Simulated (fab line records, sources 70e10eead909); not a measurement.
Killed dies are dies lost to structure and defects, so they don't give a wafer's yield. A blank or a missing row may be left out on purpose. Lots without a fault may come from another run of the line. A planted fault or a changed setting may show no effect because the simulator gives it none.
Chamber matching | flow nand_harc | NHARC_A_STAIRCASE_TRIM_229 on rie_diel-01: 4 sister chambers
The step chemistry O2, time 211.2 s. 4 wafers are shown with their chamber, then 8 later ones without.

WAFERS WITH THEIR CHAMBER
wafer  | chamber | drypump_motor_current_A (A)
L085.6 | 0       | 6.7
L090.5 | 2       | 6.0
L090.6 | 3       | 5.4
L092.4 | 1       | 5.1

WAFERS WITHOUT THEIR CHAMBER
wafer  | drypump_motor_current_A (A)
L092.5 | 6.7
L092.6 | 5.4
L094.4 | 6.0
L094.5 | 6.7
L094.6 | 5.4
L097.1 | 6.7
L097.2 | 5.4
L097.4 | 6.1

WHICH CHAMBER EACH WENT THROUGH
wafer  | from the rows above | in truth
L092.5 | 0                   | 0
L092.6 | 3                   | 3
L094.4 | 2                   | 2
L094.5 | 0                   | 0
L094.6 | 3                   | 3
L097.1 | 0                   | 0
L097.2 | 3                   | 3
L097.4 | 2                   | 2
Placed correctly: 8 of 8. Can't be placed from these rows: 0. Placed wrongly: 0.
How it was worked out, from the rows above alone: a wafer's distance from a chamber is the root of the sum, over the readings, of the square of ((its reading less the chamber's mean) divided by the reading's scatter). The wafer belongs to the nearest chamber; if the next one is less than 2 further off, it can't be placed. A chamber's mean is the mean of its shown wafers. The scatter: with one shown wafer a chamber, the root of the mean of the squares of how far each hidden wafer lies from its nearest shown one.
